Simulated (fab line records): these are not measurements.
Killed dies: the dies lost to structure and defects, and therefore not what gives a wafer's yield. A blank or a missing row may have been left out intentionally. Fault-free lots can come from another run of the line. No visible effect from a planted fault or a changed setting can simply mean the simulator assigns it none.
fab line records ; flow n5Finfet
record: lots: 10; wafers: 30; lastDay: 17
route steps=1938 shown PMOS_HMC_CHANNEL_EPI@89 FIN_SAQP@91 FIN_CUT@165 BEOL_M4@1111 PASSIVATION@1936
lots untouched by any fault: they come from a run of this same line in which no faults occurred
startH: hours from the record's first day to the start of the lot's first wafer shown ; waitH: how many hours have passed since the lot's step before this one ; " as in the row above ; L1.1+2: a row that stands for several wafers ; - no value, or no start given ; * or withheld: withheld ; < > ~ a bound
route shown NAME@n: names a module that has steps shown in the file, with the first one's number in the route ; usual: the fault-free wafers' mean and standard deviation ; same: alike in all rows ; chamber/n: place in a boat ; sites: each site's reading ; _std_site: their standard deviation ; _edge_site: inner sites' mean taken away from outer sites' mean ; radiusMm: how far each site lies from the wafer's centre ; mask NAME#n: copy n ; behind: tool/chamber where the wafer was last shaped ; hold: what put the lot on hold/how long, in hours/how the hold closed ; device: transistor that didn't switch, given as n, p or np ; end of line: the same wafers' tests at the end of the route ; for a step that has no rows: nothing shown but its recipe ; killed: count of dies lost to structure and defects at first sort (not the wafer's yield) ; map: dies across one wafer; x = killed, . = not, _ = none there
set.NAME: the setting the step ran with; set.NAME@STEP: the setting that earlier step ran with ; model.NAME: the simulator's own value behind a step, which no gauge read
one table for each step of the route and one row for each wafer, over a sample of lots
services: a tool's chamber out of use, with start hour (startH, from the record's first day; less than 0 if before it), hours out, and reason
== steps ==
step: N5_PMOS_HMC_CHANNEL_EPI_INSPECT_30
recipe: inspectInstrument: darkfield; mode: postEpi
usual: rawDefectCount: 19/7.7
lot.wafer;tool;chamber;startH;waitH;rawDefectCount
L807.3;defectInspect-02;-;20.74;0.0;30
L807.4;defectInspect-02;-;20.74;0.0;19
L807.5;defectInspect-02;-;20.74;0.0;33
L811.2;defectInspect-01;-;44.69;0.0;17
L811.5;defectInspect-01;-;44.69;0.0;12
L811.6;defectInspect-01;-;44.69;0.0;19
L816.1;defectInspect-01;-;74.48;0.0;19
L816.3;defectInspect-01;-;74.48;0.0;18
L816.4;defectInspect-01;-;74.48;0.0;25
L822.1;defectInspect-01;-;110.29;0.0;28
L822.2;defectInspect-01;-;110.29;0.0;21
L822.3;defectInspect-01;-;110.29;0.0;11
L823.1;defectInspect-01;-;116.49;0.0;13
L823.2;defectInspect-01;-;116.49;0.0;20
L823.3;defectInspect-01;-;116.49;0.0;11
L824.1;defectInspect-02;-;122.47;0.0;20
L824.5;defectInspect-02;-;122.47;0.0;9
L824.6;defectInspect-02;-;122.47;0.0;14
L825.3;defectInspect-02;-;129.20;0.0;20
L825.4;defectInspect-02;-;129.20;0.0;4
L825.5;defectInspect-02;-;129.20;0.0;13
L828.1;defectInspect-01;-;147.66;0.0;17
L828.3;defectInspect-01;-;147.66;0.0;20
L828.4;defectInspect-01;-;147.66;0.0;10
L829.2;defectInspect-02;-;152.30;0.0;22
L829.3;defectInspect-02;-;152.30;0.0;22
L829.6;defectInspect-02;-;152.30;0.0;14
L830.3;defectInspect-01;-;158.83;0.0;21
L830.5;defectInspect-01;-;158.83;0.0;30
L830.6;defectInspect-01;-;158.83;0.0;25
step: N5_FIN_SAQP_PRECLEAN_00
recipe: chemistry: SC1; timeS: 60; tempC: 55; mix: 1:2:50
lot.wafer;tool;chamber;startH;waitH
L807.3+4+5;wetBench-01;6,5,3;20.79;0.0
L811.2+5+6;wetBench-01;1,6,7;44.74;0.0
L816.1+3+4;wetBench-01;5,0,6;74.52;0.0
L822.1+2+3;wetBench-02;4,1,5;110.34;0.0
L823.1+2+3;wetBench-01;0,1,5;116.54;0.0
L824.1+5+6;wetBench-01;4,3,1;122.51;0.0
L825.3+4+5;wetBench-01;6,0,7;129.25;0.0
L828.1+3+4;wetBench-02;7,5,3;147.71;0.0
L829.2+3+6;wetBench-04;6,5,0;152.35;0.0
L830.3+5+6;wetBench-02;0,2,4;158.88;0.0
step: N5_FIN_SAQP_THK_MEAS_05
usual: thkNm: 38.0/0.6
lot.wafer;tool;chamber;startH;waitH;thkNm
L807.3;filmMetro-02;-;22.59;0.1;38.1
L807.4;filmMetro-02;-;22.59;0.1;37.5
L807.5;filmMetro-02;-;22.59;0.1;37.5
L811.2;filmMetro-01;-;45.32;0.1;38.0
L811.5;filmMetro-01;-;45.32;0.1;38.5
L811.6;filmMetro-01;-;45.32;0.1;38.9
L816.1;filmMetro-02;-;75.25;0.1;38.1
L816.3;filmMetro-02;-;75.25;0.1;38.3
L816.4;filmMetro-02;-;75.25;0.1;38.0
L822.1;filmMetro-02;-;111.07;0.1;37.4
L822.2;filmMetro-02;-;111.07;0.1;38.2
L822.3;filmMetro-02;-;111.07;0.1;38.0
L823.1;filmMetro-01;-;117.18;0.1;38.6
L823.2;filmMetro-01;-;117.18;0.1;38.2
L823.3;filmMetro-01;-;117.18;0.1;37.3
L824.1;filmMetro-01;-;123.18;0.1;38.0
L824.5;filmMetro-01;-;123.18;0.1;38.6
L824.6;filmMetro-01;-;123.18;0.1;38.9
L825.3;filmMetro-01;-;129.91;0.1;37.9
L825.4;filmMetro-01;-;129.91;0.1;38.0
L825.5;filmMetro-01;-;129.91;0.1;38.4
L828.1;filmMetro-01;-;149.12;0.1;37.8
L828.3;filmMetro-01;-;149.12;0.1;38.3
L828.4;filmMetro-01;-;149.12;0.1;38.2
L829.2;filmMetro-01;-;153.27;0.1;36.9
L829.3;filmMetro-01;-;153.27;0.1;36.8
L829.6;filmMetro-01;-;153.27;0.1;37.3
L830.3;filmMetro-01;-;159.87;0.1;37.3
L830.5;filmMetro-01;-;159.87;0.1;37.6
L830.6;filmMetro-01;-;159.87;0.1;38.1
step: N5_FIN_SAQP_THK_MEAS_07
usual: thkNm: 59.6/0.95
lot.wafer;tool;chamber;startH;waitH;thkNm
L807.3;filmMetro-01;-;22.80;0.1;58.1
L807.4;filmMetro-01;-;22.80;0.1;60.3
L807.5;filmMetro-01;-;22.80;0.1;58.6
L811.2;filmMetro-02;-;45.59;0.1;58.6
L811.5;filmMetro-02;-;45.59;0.1;59.4
L811.6;filmMetro-02;-;45.59;0.1;58.8
L816.1;filmMetro-01;-;75.53;0.1;58.8
L816.3;filmMetro-01;-;75.53;0.1;60.6
L816.4;filmMetro-01;-;75.53;0.1;60.3
L822.1;filmMetro-01;-;111.35;0.1;58.8
L822.2;filmMetro-01;-;111.35;0.1;58.1
L822.3;filmMetro-01;-;111.35;0.1;58.4
L823.1;filmMetro-01;-;117.38;0.1;59.5
L823.2;filmMetro-01;-;117.38;0.1;61.0
L823.3;filmMetro-01;-;117.38;0.1;59.1
L824.1;filmMetro-02;-;123.39;0.1;58.9
L824.5;filmMetro-02;-;123.39;0.1;58.8
L824.6;filmMetro-02;-;123.39;0.1;60.4
L825.3;filmMetro-01;-;130.12;0.1;60.7
L825.4;filmMetro-01;-;130.12;0.1;59.9
L825.5;filmMetro-01;-;130.12;0.1;60.8
L828.1;filmMetro-01;-;149.33;0.1;60.0
L828.3;filmMetro-01;-;149.33;0.1;59.4
L828.4;filmMetro-01;-;149.33;0.1;59.1
L829.2;filmMetro-02;-;153.47;0.1;59.8
L829.3;filmMetro-02;-;153.47;0.1;58.7
L829.6;filmMetro-02;-;153.47;0.1;59.1
L830.3;filmMetro-02;-;160.14;0.1;60.5
L830.5;filmMetro-02;-;160.14;0.1;59.7
L830.6;filmMetro-02;-;160.14;0.1;60.9
step: N5_FIN_SAQP_INSPECT_18
recipe: mode: adi; inspectInstrument: brightfield
usual: rawDefectCount: 411/120
lot.wafer;tool;chamber;startH;waitH;rawDefectCount
L807.3;defectInspect-01;-;23.35;0.0;280
L807.4;defectInspect-01;-;23.35;0.0;293
L807.5;defectInspect-01;-;23.35;0.0;266
L811.2;defectInspect-01;-;46.14;0.0;551
L811.5;defectInspect-01;-;46.14;0.0;434
L811.6;defectInspect-01;-;46.14;0.0;319
L816.1;defectInspect-02;-;76.08;0.0;582
L816.3;defectInspect-02;-;76.08;0.0;363
L816.4;defectInspect-02;-;76.08;0.0;387
L822.1;defectInspect-02;-;111.77;0.0;252
L822.2;defectInspect-02;-;111.77;0.0;275
L822.3;defectInspect-02;-;111.77;0.0;237
L823.1;defectInspect-01;-;117.93;0.0;969
L823.2;defectInspect-01;-;117.93;0.0;775
L823.3;defectInspect-01;-;117.93;0.0;822
L824.1;defectInspect-02;-;123.81;0.0;782
L824.5;defectInspect-02;-;123.81;0.0;695
L824.6;defectInspect-02;-;123.81;0.0;791
L825.3;defectInspect-02;-;130.67;0.0;779
L825.4;defectInspect-02;-;130.67;0.0;872
L825.5;defectInspect-02;-;130.67;0.0;977
L828.1;defectInspect-01;-;149.88;0.0;397
L828.3;defectInspect-01;-;149.88;0.0;547
L828.4;defectInspect-01;-;149.88;0.0;496
L829.2;defectInspect-02;-;154.02;0.0;441
L829.3;defectInspect-02;-;154.02;0.0;506
L829.6;defectInspect-02;-;154.02;0.0;468
L830.3;defectInspect-02;-;160.57;0.0;369
L830.5;defectInspect-02;-;160.57;0.0;378
L830.6;defectInspect-02;-;160.57;0.0;391
step: N5_FIN_SAQP_INSPECT_40
recipe: inspectInstrument: brightfield; mode: aei
usual: rawDefectCount: 217/56
lot.wafer;tool;chamber;startH;waitH;rawDefectCount
L807.3;defectInspect-01;-;27.63;0.0;228
L807.4;defectInspect-01;-;27.63;0.0;190
L807.5;defectInspect-01;-;27.63;0.0;247
L811.2;defectInspect-01;-;51.25;0.0;233
L811.5;defectInspect-01;-;51.25;0.0;183
L811.6;defectInspect-01;-;51.25;0.0;178
L816.1;defectInspect-01;-;80.41;0.0;162
L816.3;defectInspect-01;-;80.41;0.0;180
L816.4;defectInspect-01;-;80.41;0.0;197
L822.1;defectInspect-01;-;116.20;0.0;194
L822.2;defectInspect-01;-;116.20;0.0;156
L822.3;defectInspect-01;-;116.20;0.0;156
L823.1;defectInspect-02;-;122.16;0.0;617
L823.2;defectInspect-02;-;122.16;0.0;683
L823.3;defectInspect-02;-;122.16;0.0;630
L824.1;defectInspect-01;-;127.99;0.0;536
L824.5;defectInspect-01;-;127.99;0.0;539
L824.6;defectInspect-01;-;127.99;0.0;589
L825.3;defectInspect-02;-;135.39;0.0;581
L825.4;defectInspect-02;-;135.39;0.0;509
L825.5;defectInspect-02;-;135.39;0.0;594
L828.1;defectInspect-02;-;154.85;0.0;152
L828.3;defectInspect-02;-;154.85;0.0;179
L828.4;defectInspect-02;-;154.85;0.0;222
L829.2;defectInspect-01;-;158.26;0.0;153
L829.3;defectInspect-01;-;158.26;0.0;157
L829.6;defectInspect-01;-;158.26;0.0;167
L830.3;defectInspect-01;-;166.73;0.0;268
L830.5;defectInspect-01;-;166.73;0.0;270
L830.6;defectInspect-01;-;166.73;0.0;172
step: N5_FIN_CUT_INSPECT_10
recipe: mode: adi; inspectInstrument: brightfield
usual: rawDefectCount: 40/11
lot.wafer;tool;chamber;startH;waitH;rawDefectCount
L807.3;defectInspect-01;-;28.15;0.0;52
L807.4;defectInspect-01;-;28.15;0.0;31
L807.5;defectInspect-01;-;28.15;0.0;53
L811.2;defectInspect-01;-;51.77;0.0;36
L811.5;defectInspect-01;-;51.77;0.0;26
L811.6;defectInspect-01;-;51.77;0.0;28
L816.1;defectInspect-02;-;80.84;0.1;20
L816.3;defectInspect-02;-;80.84;0.1;38
L816.4;defectInspect-02;-;80.84;0.1;34
L822.1;defectInspect-01;-;116.60;0.1;39
L822.2;defectInspect-01;-;116.60;0.1;36
L822.3;defectInspect-01;-;116.60;0.1;25
L823.1;defectInspect-01;-;122.55;0.1;407
L823.2;defectInspect-01;-;122.55;0.1;441
L823.3;defectInspect-01;-;122.55;0.1;437
L824.1;defectInspect-02;-;128.38;0.1;382
L824.5;defectInspect-02;-;128.38;0.1;400
L824.6;defectInspect-02;-;128.38;0.1;432
L825.3;defectInspect-01;-;135.91;0.0;387
L825.4;defectInspect-01;-;135.91;0.0;397
L825.5;defectInspect-01;-;135.91;0.0;388
L828.1;defectInspect-02;-;155.39;0.1;22
L828.3;defectInspect-02;-;155.39;0.1;41
L828.4;defectInspect-02;-;155.39;0.1;43
L829.2;defectInspect-01;-;158.78;0.0;35
L829.3;defectInspect-01;-;158.78;0.0;48
L829.6;defectInspect-01;-;158.78;0.0;30
L830.3;defectInspect-01;-;167.24;0.0;53
L830.5;defectInspect-01;-;167.24;0.0;48
L830.6;defectInspect-01;-;167.24;0.0;38
step: N5_BEOL_M4_RC_MEAS_101
usual: DIBL_N: 36.0/2.5; DIBL_P: 36.3/2.8; IOFF_N: 0.16/0.042; IOFF_P: 0.21/0.045; ION_N: 673/15; ION_P: 463/8.1; SS_N: 71.4/0.73; SS_P: 73.3/0.92; VT_N: 251/4.1; VT_P: -250/3.4
lot.wafer;tool;chamber;startH;waitH;DIBL_N[mV/V];DIBL_P[mV/V];IOFF_N[nA/um];IOFF_P[nA/um];ION_N[uA/um];ION_P[uA/um];SS_N[mV/dec];SS_P[mV/dec];VT_N[mV];VT_P[mV]
L807.3;prober-01;0;162.75;0.3;41.9;41.1;0.28;0.38;698;477;73.4;74.9;242;-241
L807.4;prober-01;0;162.75;0.3;36.1;35.2;0.14;0.23;668;467;71.5;73.1;252;-250
L807.5;prober-01;0;162.75;0.3;36.1;33.6;0.14;0.22;670;465;70.6;72.8;251;-248
L811.2;prober-02;0;178.65;0.2;34.0;31.3;0.11;0.17;674;465;70.7;72.5;255;-250
L811.5;prober-02;0;178.65;0.2;36.4;34.6;0.15;0.22;686;474;71.3;73.6;248;-246
L811.6;prober-02;0;178.65;0.2;36.0;34.5;0.13;0.22;657;462;71.7;73.2;252;-245
L816.1;prober-01;0;217.55;0.0;34.2;35.2;0.16;0.23;682;471;70.8;72.9;246;-246
L816.3;prober-01;0;217.55;0.0;36.0;37.6;0.18;0.27;687;472;71.3;74.4;248;-245
L816.4;prober-01;0;217.55;0.0;34.7;36.7;0.15;0.25;667;469;71.9;72.9;253;-248
L822.1;prober-02;0;253.17;0.0;37.6;37.1;0.15;0.21;679;462;72.0;73.2;253;-251
L822.2;prober-02;0;253.17;0.0;38.5;38.4;0.18;0.25;692;474;71.8;73.8;248;-249
L822.3;prober-02;0;253.17;0.0;38.4;37.4;0.15;0.21;668;459;72.0;74.4;250;-249
L823.1;prober-02;0;254.98;0.0;35.6;34.9;0.14;0.18;668;457;71.3;73.4;252;-252
L823.2;prober-02;0;254.98;0.0;41.7;43.4;0.28;0.33;698;474;72.5;74.9;243;-246
L823.3;prober-02;0;254.98;0.0;37.3;37.9;0.20;0.21;697;466;71.3;74.7;244;-249
L824.1;prober-01;0;269.57;0.0;35.5;34.5;0.11;0.19;657;458;70.7;72.7;256;-251
L824.5;prober-01;0;269.57;0.0;35.1;34.3;0.11;0.18;652;457;71.2;72.9;258;-253
L824.6;prober-01;0;269.57;0.0;36.5;35.4;0.13;0.20;674;470;70.9;73.4;254;-252
L825.3;prober-01;0;279.04;0.3;34.0;33.2;0.12;0.15;653;453;71.1;71.7;252;-256
L825.4;prober-01;0;279.04;0.3;35.0;35.5;0.14;0.18;678;461;72.1;73.2;251;-251
L825.5;prober-01;0;279.04;0.3;33.1;31.9;0.10;0.13;658;446;70.9;72.7;254;-257
L828.1;prober-01;0;292.84;0.0;39.0;39.9;0.23;0.25;691;460;73.0;74.0;245;-250
L828.3;prober-01;0;292.84;0.0;35.4;35.2;0.15;0.18;669;452;71.5;73.2;253;-254
L828.4;prober-01;0;292.84;0.0;38.2;38.7;0.19;0.23;692;466;72.7;74.3;250;-251
L829.2;prober-01;0;299.74;0.2;38.9;42.2;0.22;0.32;692;476;71.6;74.1;246;-242
L829.3;prober-01;0;299.74;0.2;36.7;38.1;0.17;0.25;676;470;71.0;72.9;248;-247
L829.6;prober-01;0;299.74;0.2;39.7;42.3;0.23;0.32;701;472;71.7;74.1;241;-243
L830.3;prober-02;0;310.37;0.3;37.7;39.1;0.19;0.27;683;477;71.8;73.7;248;-245
L830.5;prober-02;0;310.37;0.3;33.0;32.4;0.10;0.17;649;458;69.8;72.1;256;-256
L830.6;prober-02;0;310.37;0.3;34.5;34.2;0.13;0.19;669;467;71.2;73.2;253;-251
step: N5_PASSIVATION_PROBE_49
usual: defectLimitedYield: 91.0/1.4; killed_at_M0_to_M3: 36/11; killed_at_M4_up: 13/5.4; killedAtContacts: 12/6.4; killedAtFrontEnd: 41/13; killedAtOther: 2.9/2.3; killedDies: 106/17; killedOpen: 70/12; killedShort: 34/8.4; sort_bin_4_leakage: 0.01/0.057; sort_bin_5_function: 5.2/1; sort_bin_6_memory: 3.4/0.63; sort_bin_8_speed: 0.1/0.49; sortNPass: 1074/18; sortYieldPct: 91.0/1.6
same: grossDies: 1180; killedAtBackSide: 0
lot.wafer;tool;chamber;startH;waitH;defectLimitedYield[%];killed_at_M0_to_M3;killed_at_M4_up;killedAtContacts;killedAtFrontEnd;killedAtOther;killedDies;killedOpen;killedShort;sort_bin_4_leakage[%];sort_bin_5_function[%];sort_bin_6_memory[%];sort_bin_8_speed[%];sortNPass;sortYieldPct[%]
L811.2;prober-02;-;286.78;0.1;92.7;30;8;6;41;1;86;58;28;0;3.7;3.5;0;1094;92.7
L811.5;prober-02;-;286.93;0.2;91.8;48;13;8;28;0;97;66;23;0;4.2;3.2;0;1083;91.8
L811.6;prober-02;-;286.98;0.3;90.9;34;13;8;47;5;107;68;37;0;5.2;3.5;0;1073;90.9
L816.1;prober-02;-;322.86;0.0;90.8;39;7;14;47;2;109;70;39;0;4.6;4.3;0;1071;90.8
L816.3;prober-02;-;322.96;0.1;92.0;34;3;16;36;5;94;57;36;0;4.0;3.9;0;1086;92.0
L816.4;prober-02;-;323.01;0.2;93.5;20;7;15;26;9;77;49;27;0;4.2;2.2;0;1103;93.5
L823.1;prober-01;-;355.82;0.0;80.9;37;13;11;164;0;225;75;35;0;12.3;5.2;0;955;80.9
L823.2;prober-01;-;355.87;0.1;83.3;32;12;9;143;1;197;59;32;0.08;10.8;3.9;0;982;83.2
L823.3;prober-01;-;355.92;0.1;86.2;12;10;7;133;1;163;44;14;0;9.2;3.0;0;1017;86.2
L822.1;prober-01;-;360.00;0.0;91.4;41;6;6;48;0;101;56;39;0;5.1;2.9;0;1079;91.4
L822.3;prober-01;-;360.10;0.1;90.8;47;3;11;46;1;108;62;36;0;5.2;3.1;0;1072;90.8
L824.1;prober-02;-;362.40;0.0;85.5;23;3;9;134;2;171;44;21;0;9.3;3.9;0;1009;85.5
L824.5;prober-02;-;362.60;0.2;86.4;38;10;19;87;7;161;62;49;0;8.3;4.2;0;1019;86.4
L824.6;prober-02;-;362.65;0.3;82.1;26;7;12;158;8;211;59;36;0;11.9;4.4;0;969;82.1
L825.3;prober-01;-;372.21;0.1;81.4;45;14;13;145;2;219;84;27;0;12.8;4.7;0;961;81.4
L825.4;prober-01;-;372.26;0.2;82.5;38;19;6;142;2;207;65;30;0;12.7;3.5;0;973;82.5
L825.5;prober-01;-;372.31;0.2;85.4;45;10;9;102;6;172;78;39;0;9.4;4.0;0.1;1007;85.3
killed by level:class
L811.2 STI_FIN_REVEAL:geometricParticle:open=7 BEOL_M0_SAQP:geometricParticle:short=7 FIN_SAQP:geometricParticle:open=6 MOL_CONTACT_COAG:geometricParticle:open=6 BEOL_M1:geometricParticle:open=6 BEOL_M0_SAQP:geometricParticle:open=5 BEOL_M2:geometricParticle:open=5 BEOL_M3:geometricParticle:open=5
L811.5 BEOL_M0_SAQP:geometricParticle:open=12 BEOL_M2:geometricParticle:open=9 BEOL_M3:geometricParticle:open=8 MOL_CONTACT_COAG:geometricParticle:open=7 BEOL_M4:geometricParticle:open=7 BEOL_M1:geometricParticle:open=6 HKMG_FIN:areaEtch=6 DUMMY_GATE:geometricParticle:open=5
L811.6 STI_FIN_REVEAL:geometricParticle:open=11 DUMMY_GATE:geometricParticle:open=9 BEOL_M0_SAQP:geometricParticle:open=8 BEOL_M1:geometricParticle:open=6 MOL_CONTACT_COAG:geometricParticle:open=6 BEOL_M0_SAQP:geometricParticle:short=6 BEOL_M3:geometricParticle:open=5 FIN_SAQP:geometricParticle:short=4
L816.1 BEOL_M0_SAQP:geometricParticle:short=16 MOL_CONTACT_COAG:geometricParticle:open=14 DUMMY_GATE:geometricParticle:open=12 STI_FIN_REVEAL:geometricParticle:open=10 BEOL_M0_SAQP:geometricParticle:open=8 FIN_SAQP:geometricParticle:short=7 FIN_SAQP:geometricParticle:open=6 BEOL_M1:geometricParticle:open=6
L816.3 STI_FIN_REVEAL:geometricParticle:open=16 MOL_CONTACT_COAG:geometricParticle:open=13 BEOL_M2:geometricParticle:open=10 BEOL_M0_SAQP:geometricParticle:short=8 BEOL_M1:geometricParticle:short=4 FIN_SAQP:geometricParticle:open=3 STI_FIN_REVEAL:geometricParticle:short=3 DUMMY_GATE:geometricParticle:open=3
L816.4 MOL_CONTACT_COAG:geometricParticle:open=9 STI_FIN_REVEAL:geometricParticle:open=6 MOL_CONTACT_COAG:geometricParticle:short=6 BEOL_M1:geometricParticle:open=6 STARTING-WAFER:geometricParticle:short=6 BEOL_M0_SAQP:geometricParticle:short=5 DUMMY_GATE:geometricParticle:open=4 BEOL_M3:geometricParticle:open=4
L823.1 FIN_SAQP:unspecified=108 FIN_SAQP:geometricParticle:open=18 FIN_SAQP:geometricParticle:short=11 BEOL_M3:geometricParticle:open=10 BEOL_M0_SAQP:geometricParticle:open=9 MOL_CONTACT_COAG:geometricParticle:open=8 BEOL_M4:geometricParticle:open=7 HKMG_FIN:areaEtch=6
L823.2 FIN_SAQP:unspecified=101 FIN_SAQP:geometricParticle:open=17 BEOL_M0_SAQP:geometricParticle:short=9 BEOL_M0_SAQP:geometricParticle:open=8 BEOL_M1:geometricParticle:open=7 FIN_SAQP:geometricParticle:short=6 BEOL_M4:geometricParticle:open=6 MOL_CONTACT_COAG:geometricParticle:open=5
L823.3 FIN_SAQP:unspecified=105 FIN_SAQP:geometricParticle:open=9 MOL_CONTACT_COAG:geometricParticle:open=7 STI_FIN_REVEAL:geometricParticle:open=5 BEOL_M4:geometricParticle:open=5 STARTING-WAFER:geometricParticle:short=5 FIN_SAQP:geometricParticle:short=4 BEOL_M3:geometricParticle:open=4
L822.1 FIN_SAQP:geometricParticle:short=12 BEOL_M1:geometricParticle:open=11 STI_FIN_REVEAL:geometricParticle:open=10 FIN_SAQP:geometricParticle:open=7 BEOL_M0_SAQP:geometricParticle:short=6 BEOL_M0:geometricParticle:open=5 HKMG_FIN:areaEtch=5 GATE_CUT:geometricParticle:short=4
L822.3 FIN_SAQP:geometricParticle:short=11 BEOL_M0_SAQP:geometricParticle:open=11 STI_FIN_REVEAL:geometricParticle:open=10 MOL_CONTACT_COAG:geometricParticle:open=8 BEOL_M0_SAQP:geometricParticle:short=8 HKMG_FIN:areaEtch=8 BEOL_M0:geometricParticle:open=7 FIN_SAQP:geometricParticle:open=5
L824.1 FIN_SAQP:unspecified=103 BEOL_M2:geometricParticle:open=10 FIN_SAQP:geometricParticle:open=8 MOL_CONTACT_COAG:geometricParticle:open=7 BEOL_M0_SAQP:geometricParticle:short=5 FIN_SAQP:geometricParticle:short=4 BEOL_M1:geometricParticle:open=4 DUMMY_GATE:geometricParticle:open=3
L824.5 FIN_SAQP:unspecified=50 MOL_CONTACT_COAG:geometricParticle:open=14 STI_FIN_REVEAL:geometricParticle:open=9 BEOL_M0_SAQP:geometricParticle:short=9 BEOL_M1:geometricParticle:open=9 FIN_SAQP:geometricParticle:short=6 GATE_CUT:geometricParticle:short=6 FIN_SAQP:geometricParticle:open=5
L824.6 FIN_SAQP:unspecified=113 GATE_CUT:geometricParticle:short=12 MOL_CONTACT_COAG:geometricParticle:open=11 STI_FIN_REVEAL:geometricParticle:open=6 BEOL_M2:geometricParticle:open=6 BEOL_M0_SAQP:geometricParticle:short=5 DUMMY_GATE:geometricParticle:short=5 DUMMY_GATE:geometricParticle:open=5
L825.3 FIN_SAQP:unspecified=106 FIN_SAQP:geometricParticle:open=18 BEOL_M1:geometricParticle:open=12 BEOL_M2:geometricParticle:open=12 FIN_SAQP:geometricParticle:short=9 MOL_CONTACT_COAG:geometricParticle:open=9 BEOL_M0_SAQP:geometricParticle:open=6 BEOL_M3:geometricParticle:open=6
L825.4 FIN_SAQP:unspecified=111 FIN_SAQP:geometricParticle:open=12 BEOL_M0_SAQP:geometricParticle:short=11 BEOL_M3:geometricParticle:open=7 MOL_CONTACT_COAG:geometricParticle:open=5 BEOL_M0_SAQP:geometricParticle:open=5 BEOL_M2:geometricParticle:open=5 BEOL_M3:geometricParticle:short=5
L825.5 FIN_SAQP:unspecified=53 FIN_SAQP:geometricParticle:open=16 FIN_SAQP:geometricParticle:short=9 STI_FIN_REVEAL:geometricParticle:open=9 MOL_CONTACT_COAG:geometricParticle:open=9 BEOL_M3:geometricParticle:open=8 BEOL_M0_SAQP:geometricParticle:short=8 BEOL_M0_SAQP:geometricParticle:open=7
== services ==
tool;chamber;startH;hours;kind
wetBench-04;-;47.47;0.9;repair
== key ==
firstSign: step: N5_FIN_SAQP_INSPECT_18; reading: rawDefectCount; direction: up; sigmas: 3.5; usual: 411; struck: 829
effect: step: N5_FIN_SAQP_INSPECT_40; reading: rawDefectCount; direction: up; sigmas: 6.5; usual: 217; struck: 586
effect: step: N5_FIN_CUT_INSPECT_10; reading: rawDefectCount; direction: up; sigmas: 34; usual: 40; struck: 408
effect: step: N5_PASSIVATION_PROBE_49; reading: killedAtFrontEnd; direction: up; sigmas: 7.3; usual: 41; struck: 134
moreKillsBornAt: N5_FIN_SAQP_PRECLEAN_00@wetBench-01: 850
metAt N5_FIN_SAQP_PRECLEAN_00
struckLots L823,L824,L825
notActingAt N5_PMOS_HMC_CHANNEL_EPI_INSPECT_30,N5_FIN_SAQP_THK_MEAS_05,N5_FIN_SAQP_THK_MEAS_07
onsetBetween 74.52 116.54
fault: kind: chamberParticleSource; tool: wetBench-01; chamber: -; onsetH: 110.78; steps: N5_FIN_SAQP_PRECLEAN_00; ratePerVisitCm2: 0.56052; endH: 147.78
